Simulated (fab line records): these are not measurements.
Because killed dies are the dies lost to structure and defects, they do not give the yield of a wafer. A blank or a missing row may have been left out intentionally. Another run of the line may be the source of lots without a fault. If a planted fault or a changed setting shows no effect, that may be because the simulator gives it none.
Matching of chambers + flow n5 finfet + rie si-05 running N5_DUMMY_GATE_ETCH_23: 4 sister chambers
The step etches poly-Si in HBr/Cl2/O2, target depth 41 nm, time 22.3 s. 8 wafers are shown with their chamber, then 10 later ones without.

== EACH WAFER AND ITS CHAMBER ==
| wafer  | chamber | drypump motor current A (A) | throttle valve pct (%) |
|--------|---------|-----------------------------|------------------------|
| L083.5 | 3       | 5.2                         | 37.38                  |
| L086.2 | 1       | 5.6                         | 37.14                  |
| L086.3 | 2       | 6.0                         | 37.42                  |
| L088.1 | 0       | 6.2                         | 37.36                  |
| L088.4 | 1       | 5.6                         | 37.15                  |
| L088.6 | 3       | 5.3                         | 37.39                  |
| L091.2 | 0       | 6.2                         | 37.37                  |
| L091.4 | 2       | 6.0                         | 37.42                  |

== WAFERS MISSING THEIR CHAMBER ==
| wafer  | drypump motor current A (A) | throttle valve pct (%) |
|--------|-----------------------------|------------------------|
| L091.6 | 6.2                         | 37.36                  |
| L092.2 | 5.2                         | 37.39                  |
| L092.3 | 5.6                         | 37.15                  |
| L092.5 | 6.0                         | 37.42                  |
| L093.1 | 6.2                         | 37.36                  |
| L093.4 | 6.0                         | 37.44                  |
| L093.6 | 6.0                         | 37.41                  |
| L095.2 | 6.0                         | 37.42                  |
| L095.3 | 5.2                         | 37.40                  |
| L095.4 | 6.2                         | 37.36                  |

== EACH ONE'S CHAMBER ==
| wafer  | from the rows above | in truth |
|--------|---------------------|----------|
| L091.6 | 0                   | 0        |
| L092.2 | 3                   | 3        |
| L092.3 | 1                   | 1        |
| L092.5 | 2                   | 2        |
| L093.1 | 0                   | 0        |
| L093.4 | 2                   | 2        |
| L093.6 | 2                   | 2        |
| L095.2 | 2                   | 2        |
| L095.3 | 3                   | 3        |
| L095.4 | 0                   | 0        |
Correct placement for 10 of the 10. Not placeable from these rows: 0. Wrongly placed: 0.
How it was worked out, from the rows above alone: a wafer's distance from a chamber is the root of the sum, over the readings, of the square of ((its reading less the chamber's mean) divided by the reading's scatter). The wafer belongs to the nearest chamber; if the next one is less than 2 further off, it can't be placed. The mean given for a chamber averages the wafers shown for that chamber. The scatter: the root of (the sum of the squares of (reading less its chamber's mean) over the shown wafers, divided by (wafers less chambers)).
